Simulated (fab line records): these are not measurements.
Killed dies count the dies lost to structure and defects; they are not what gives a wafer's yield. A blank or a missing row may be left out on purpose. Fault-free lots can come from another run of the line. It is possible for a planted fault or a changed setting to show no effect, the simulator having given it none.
fab line records    flow n5-finfet
[record] lots = 7  wafers = 21  last-day = 18
route steps=1938 shown BEOL_M4@1041
lots that met no fault: from a run of the same line without faults
start-h: the number of hours between the record's first day and the start of the first shown wafer of the lot    wait-h: how many hours have passed since the lot's step before this one    " unchanged from the row above    L1.1+2: a single row standing in for several wafers    - no value, or no start was given    * or withheld: withheld    < > ~ a bound
route shown NAME@n: NAME is a module with steps in the file, n the number in the route of the first one    usual: mean/standard deviation of fault-free wafers    same: alike in all rows    chamber/n: place in a boat    sites: each site's reading    _std_site: how widely they spread, as a standard deviation    _edge_site: mean of outer sites minus mean of inner sites    radius-mm: how far each site lies from the wafer's centre    mask NAME#n: copy n    behind: the last tool/chamber to shape the wafer    hold: why the lot was held/for how many hours/how that ended    device: whichever transistor did not switch (one of n, p or np)    end of line: the same wafers' tests at the end of the route    step lacking rows: just its recipe    killed: dies that structure and defects cost at the first sort, which is not the same as the wafer's yield    map: shows each die of a wafer: x if killed, . if not, _ if none is there
set.NAME: the setting as run; set.NAME@STEP: as run at that earlier step    model.NAME: the simulator's own value behind a step, which no gauge read
a table for each step, a row for each wafer; lots at some steps of the route
services: when a tool's chamber went out of use (start-h, in hours from the record's first day, below 0 if earlier), for how many hours, and the reason
[[steps]]
[step N5_BEOL_M4_STRIP_65]
[recipe] chemistry = N2/H2  temp-c = 40  n2-flow-sccm = 200  h2-flow-sccm = 200  rf-frequency-hz = 6e+07
[step N5_BEOL_M4_STRIP_75]
[recipe] chemistry = N2/H2  temp-c = 40  n2-flow-sccm = 200  h2-flow-sccm = 200  rf-frequency-hz = 6e+07
[step N5_BEOL_M4_STRIP_66]
[recipe] chemistry = CF4  resist = SiARC  power-w = 300  bias-power-w = 75  pressure-mtorr = 50  cf4-flow-sccm = 150  rf-frequency-hz = 6e+07
[usual] bias-power-w = 75.01/0.21  drypump-motor-current-A = 5.8/0.46  oes-product-au = 0.83/0.088  power-w = 300.0/0.92  rf-vpp-V = 271.8/1.3  showerhead-plenum-p-Torr = 1.81/0.039  throttle-valve-pct = 13.53/0.28
lot.wafer  tool         chamber  start-h  wait-h  bias-power-w  drypump-motor-current-A  oes-product-au  power-w  rf-hours-counter-h  rf-vpp-V  showerhead-plenum-p-Torr  throttle-valve-pct
L146.1     rie-diel-01  0        158.78   0.0     75.02         6.7                      0.69            300.0    248                 272.2     1.84                      13.90
L146.4     "            1        "        "       74.94         6.4                      0.86            300.7    61                  272.2     1.80                      13.16
L146.5     "            1        "        "       75.09         6.4                      0.86            300.5    -                   272.8     1.80                      13.17
L150.2     rie-diel-06  2        173.69   0.0     75.20         5.6                      0.68            300.6    246                 273.9     1.84                      13.89
L150.4     "            1        "        "       74.57         6.0                      0.88            301.4    31                  273.4     1.89                      13.21
L150.6     "            0        "        "       74.82         5.2                      0.79            300.6    -                   273.3     1.86                      13.58
L151.3     rie-diel-03  1        182.30   0.0     74.82         6.0                      0.84            299.0    45                  270.6     1.74                      13.42
L151.5     "            3        "        "       75.35         5.7                      0.93            299.8    -                   270.4     1.77                      13.18
L151.6     "            0        "        "       75.28         5.9                      0.91            300.9    -                   271.6     1.84                      13.57
L152.2     rie-diel-01  3        196.71   0.0     75.09         5.5                      0.70            300.8    230                 270.2     1.77                      13.77
L152.5     "            3        "        "       74.95         5.5                      0.70            300.4    -                   270.0     1.77                      13.80
L152.6     "            0        "        "       74.69         6.7                      0.94            300.3    -                   273.3     1.83                      13.33
L165.1     rie-diel-03  0        271.25   0.0     75.08         5.9                      0.86            297.9    48                  272.0     1.83                      13.64
L165.3     "            3        "        "       75.14         5.7                      0.88            300.6    36                  270.1     1.76                      13.24
L165.4     "            2        "        "       75.05         5.3                      0.83            299.5    -                   271.1     1.80                      13.51
L167.2     rie-diel-03  0        275.95   0.0     75.10         5.8                      0.86            299.9    49                  271.0     1.83                      13.65
L167.5     "            0        "        "       74.81         5.9                      0.86            299.3    -                   271.1     1.83                      13.66
L167.6     "            2        "        "       74.81         5.3                      0.83            301.2    -                   273.1     1.80                      13.51
L169.3     rie-diel-01  2        298.42   0.0     75.12         5.3                      0.89            300.2    21                  272.3     1.76                      13.37
L169.4     "            1        "        "       75.07         6.4                      0.80            300.1    109                 271.3     1.79                      13.26
L169.5     "            3        "        "       75.50         5.5                      0.94            299.5    -                   270.3     1.76                      13.27
[step N5_BEOL_M4_HM_OPEN_17]
[recipe] chemistry = Cl2/BCl3  target-depth-a = 200  overetch-a = 60  target = TiN  mask-material = SOC  ion-energy-ev = 150  pressure-mtorr = 10  icp-w = 1000  bias-w = 126  Cl2_flow_sccm = 53.25  bcl3-flow-sccm = 21.75  Ar_flow_sccm = 25
[usual] drypump-motor-current-A = 5.6/0.38  oes-product-au = 0.61/0.11  throttle-valve-pct = 22.30/0.2
lot.wafer  tool          chamber  start-h  wait-h  drypump-motor-current-A  oes-product-au  rf-hours-counter-h  throttle-valve-pct
L146.1     rie-metal-03  0        158.82   0.0     5.7                      0.52            117                 22.43
L146.4     "             0        "        "       5.7                      0.52            -                   22.44
L146.5     "             0        "        "       5.7                      0.52            -                   22.45
L150.2     rie-metal-01  0        173.73   0.0     5.6                      0.52            123                 22.33
L150.4     "             1        "        "       6.1                      0.57            -                   22.52
L150.6     "             1        "        "       6.1                      0.57            -                   22.52
L151.3     rie-metal-03  0        182.37   0.1     5.7                      0.52            -                   22.45
L151.5     "             1        "        "       5.1                      0.81            -                   21.99
L151.6     "             0        "        "       5.7                      0.51            -                   22.43
L152.2     rie-metal-01  0        196.76   0.0     5.6                      0.51            125                 22.33
L152.5     "             0        "        "       5.6                      0.51            -                   22.33
L152.6     "             1        "        "       6.1                      0.57            -                   22.52
L165.1     rie-metal-01  1        271.29   0.0     6.1                      0.56            100                 22.55
L165.3     "             0        "        "       5.6                      0.84            -                   22.18
L165.4     "             1        "        "       6.1                      0.56            -                   22.54
L167.2     rie-metal-02  1        275.99   0.0     6.1                      0.56            92                  22.41
L167.5     "             1        "        "       6.1                      0.56            -                   22.41
L167.6     "             0        "        "       5.1                      0.64            -                   22.09
L169.3     rie-metal-02  0        298.49   0.1     5.1                      0.64            -                   22.07
L169.4     "             1        "        "       6.1                      0.56            -                   22.41
L169.5     "             1        "        "       6.1                      0.56            -                   22.41
[step N5_BEOL_M4_STRIP_19]
[recipe] chemistry = O2  power-w = 400  temp-c = 40  pressure-mtorr = 30  rf-frequency-hz = 6e+07  bias-power-w = 0  overash-fraction = 0.2  o2-flow-sccm = 225
[usual] drypump-motor-current-A = 5.8/0.49  oes-product-au = 0.81/0.092  rf-vpp-V = 3.6/0.43  showerhead-plenum-p-Torr = 2.12/0.059  throttle-valve-pct = 16.63/0.24
[same] bias-power-w = 0  overash-fraction = 0.2
lot.wafer  tool         chamber  start-h  wait-h  drypump-motor-current-A  oes-product-au  rf-hours-counter-h  rf-vpp-V  showerhead-plenum-p-Torr  throttle-valve-pct
L146.1     rie-diel-06  2        159.02   0.2     5.6                      0.68            242                 3.6       2.15                      16.95
L146.4     "            2        "        "       5.6                      0.69            -                   2.9       2.15                      16.95
L146.5     "            0        "        "       5.1                      0.80            -                   3.9       2.17                      16.54
L150.2     rie-diel-06  2        173.84   0.1     5.5                      0.68            246                 3.8       2.15                      16.96
L150.4     "            0        "        "       5.1                      0.79            132                 3.4       2.16                      16.56
L150.6     "            3        "        "       5.7                      0.76            -                   3.0       2.08                      16.99
L151.3     rie-diel-01  3        182.45   0.1     5.5                      0.70            224                 3.2       2.08                      16.86
L151.5     "            1        "        "       6.5                      0.83            -                   4.6       2.11                      16.26
L151.6     "            2        "        "       5.3                      0.69            -                   2.4       2.05                      16.87
L152.2     rie-diel-01  2        196.87   0.1     5.3                      0.69            245                 4.1       2.05                      16.87
L152.5     "            0        "        "       6.7                      0.96            -                   3.5       2.16                      16.50
L152.6     "            3        "        "       5.5                      0.70            -                   3.5       2.07                      16.85
L165.1     rie-diel-06  3        271.40   0.1     5.6                      0.71            212                 3.6       2.06                      17.06
L165.3     "            0        "        "       5.1                      0.76            170                 4.0       2.15                      16.65
L165.4     "            1        "        "       6.0                      0.84            69                  4.0       2.24                      16.55
L167.2     rie-diel-03  3        276.11   0.1     5.7                      0.89            38                  4.2       2.04                      16.29
L167.5     "            2        "        "       5.3                      0.84            -                   3.4       2.12                      16.69
L167.6     "            3        "        "       5.7                      0.88            -                   3.5       2.04                      16.30
L169.3     rie-diel-06  0        298.68   0.2     5.1                      0.74            180                 3.1       2.15                      16.65
L169.4     "            3        "        "       5.7                      0.71            223                 3.2       2.06                      17.10
L169.5     "            0        "        "       5.1                      0.75            -                   4.1       2.15                      16.67
[step N5_BEOL_M4_CD_MEAS_18]
[recipe] pitch-nm = 36  target-cd-nm = 18
[usual] cd-nm = 17.9/0.3
lot.wafer  tool       chamber  start-h  wait-h  cd-nm
L146.1     cd-sem-03  -        159.09   0.0     17.7
L146.4     "          -        "        "       18.5
L146.5     "          -        "        "       18.3
L150.2     cd-sem-03  -        173.91   0.1     17.7
L150.4     "          -        "        "       17.9
L150.6     "          -        "        "       17.3
L151.3     cd-sem-02  -        182.53   0.1     17.9
L151.5     "          -        "        "       18.1
L151.6     "          -        "        "       18.1
L152.2     cd-sem-01  -        196.94   0.1     18.0
L152.5     "          -        "        "       17.2
L152.6     "          -        "        "       17.5
L165.1     cd-sem-02  -        271.47   0.0     17.9
L165.3     "          -        "        "       18.4
L165.4     "          -        "        "       18.1
L167.2     cd-sem-01  -        276.18   0.1     17.8
L167.5     "          -        "        "       17.5
L167.6     "          -        "        "       17.8
L169.3     cd-sem-01  -        298.75   0.1     17.9
L169.4     "          -        "        "       18.0
L169.5     "          -        "        "       17.6
[step N5_BEOL_M4_COAT_67]
[recipe] resist = SOC  temp-c = 250  time-s = 60  spin-rpm = 1500  resist-thk-nm = 60
[step N5_BEOL_M4_COAT_68]
[recipe] resist = SiARC  temp-c = 220  time-s = 60  spin-rpm = 1500  resist-thk-nm = 12
[step N5_BEOL_M4_COAT_76]
[recipe] resist = underlayer  temp-c = 205  time-s = 60  spin-rpm = 1500  resist-thk-nm = 5
[step N5_BEOL_M4_COAT_22]
[recipe] resist = CAR-EUV  spin-rpm = 1500  resist-thk-nm = 30
[step N5_BEOL_M4_EBR_24]
[recipe] solvent = PGMEA  ebr-width-mm = 1.5
[step N5_BEOL_M4_SOFTBAKE_23]
[recipe] temp-c = 110  time-s = 60  resist = CAR-EUV
[step N5_BEOL_M4_EXPOSE_25]
[recipe] mask-id = V3  na = 0.33  source-shape = quasar  sigma-inner = 0.2  sigma-outer = 0.8  polarization = unpolarized  defocus-nm = 5  dose-mj = 63
[usual] dipole-opening-deg = 30/0  exposure-dose-mJ-cm2 = 62.98/0.061
lot.wafer  tool            chamber  start-h  wait-h  mask  dipole-opening-deg  exposure-dose-mJ-cm2
L146.1     euv-scanner-02  0        159.26   -       V3#0  30                  63.01
L146.4     "               0        "        "       V3#0  30                  63.02
L146.5     "               0        "        "       V3#0  30                  63.01
L150.2     euv-scanner-02  -        174.22   -       V3#0  -                   -
L150.4     "               -        "        "       V3#0  -                   -
L150.6     "               -        "        "       V3#0  -                   -
L151.3     euv-scanner-01  -        182.85   -       V3#0  -                   -
L151.5     "               -        "        "       V3#0  -                   -
L151.6     "               -        "        "       V3#0  -                   -
L152.2     euv-scanner-01  -        197.12   -       V3#0  -                   -
L152.5     "               -        "        "       V3#0  -                   -
L152.6     "               -        "        "       V3#0  -                   -
L165.1     euv-scanner-01  0        271.77   -       V3#0  30                  62.98
L165.3     "               0        "        "       V3#0  30                  62.94
L165.4     "               0        "        "       V3#0  30                  62.93
L167.2     euv-scanner-02  0        276.49   -       V3#0  30                  62.88
L167.5     "               0        "        "       V3#0  30                  62.85
L167.6     "               0        "        "       V3#0  30                  63.03
L169.3     euv-scanner-01  0        298.94   -       V3#0  30                  62.99
L169.4     "               0        "        "       V3#0  30                  62.95
L169.5     "               0        "        "       V3#0  30                  62.83
[step N5_BEOL_M4_PEB_26]
[recipe] peb-temp-c = 100  peb-time-s = 60  resist = CAR-EUV
[[services]]
tool            chamber  start-h  hours  kind
rie-metal-02    1        136.47   5.3    repair
euv-scanner-01  -        137.38   4.6    pm
rie-diel-06     -        139.31   0.5    repair
rie-metal-03    -        146.71   0.8    repair
rie-diel-06     3        155.87   5.8    repair
rie-diel-01     0        167.59   -      clean
rie-diel-01     0        167.59   -      consumable-replace:focus-ring
rie-diel-01     0        167.59   20.5   scheduled-down
euv-scanner-02  -        189.58   1.0    pm
euv-scanner-01  -        193.90   1.0    pm
rie-metal-03    0        213.09   4.3    repair
euv-scanner-01  -        213.62   2.1    repair
rie-metal-01    1        217.82   15.9   repair
rie-diel-03     -        221.21   0.3    repair
rie-metal-03    1        245.22   17.3   repair
euv-scanner-02  -        245.73   1.0    pm
euv-scanner-01  -        246.61   4.9    repair
euv-scanner-02  -        251.46   4.6    pm
euv-scanner-01  -        256.06   1.0    pm
euv-scanner-02  -        261.91   5.8    pm
rie-diel-03     1        267.61   8.5    repair
euv-scanner-01  -        281.30   5.8    pm
rie-diel-01     -        282.13   15.6   pm
rie-diel-03     0        288.61   3.7    repair
[[key]]
[first-sign] step = N5_BEOL_M4_EXPOSE_25  reading = tool-record  direction = missing
effect none on later readings
met-at N5_BEOL_M4_EXPOSE_25
struck-wafers L150.2,L150.4,L150.6,L151.3,L151.5,L151.6,L152.2,L152.5,L152.6
later-rows-left-out L150.2,L150.4,L150.6,L151.3,L151.5,L151.6,L152.2,L152.5,L152.6
sort-left-out L150.2,L150.4,L150.6,L151.3,L151.5,L151.6,L152.2,L152.5,L152.6
onset-between 159.26 174.22
[fault] kind = skipped-step-whole  tool = euv-scanner-01,euv-scanner-02  chamber = -  onset-h = 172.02  steps = N5_BEOL_M4_EXPOSE_25  scope = struck-lots-only
// sort-left-out: the simulated sort isn't trusted on such a fault, so these wafers' sort isn't shown, and their yield isn't known
// later-rows-left-out: the simulator's readings of these wafers behind a module that went badly wrong aren't trusted and aren't shown, but for the sort
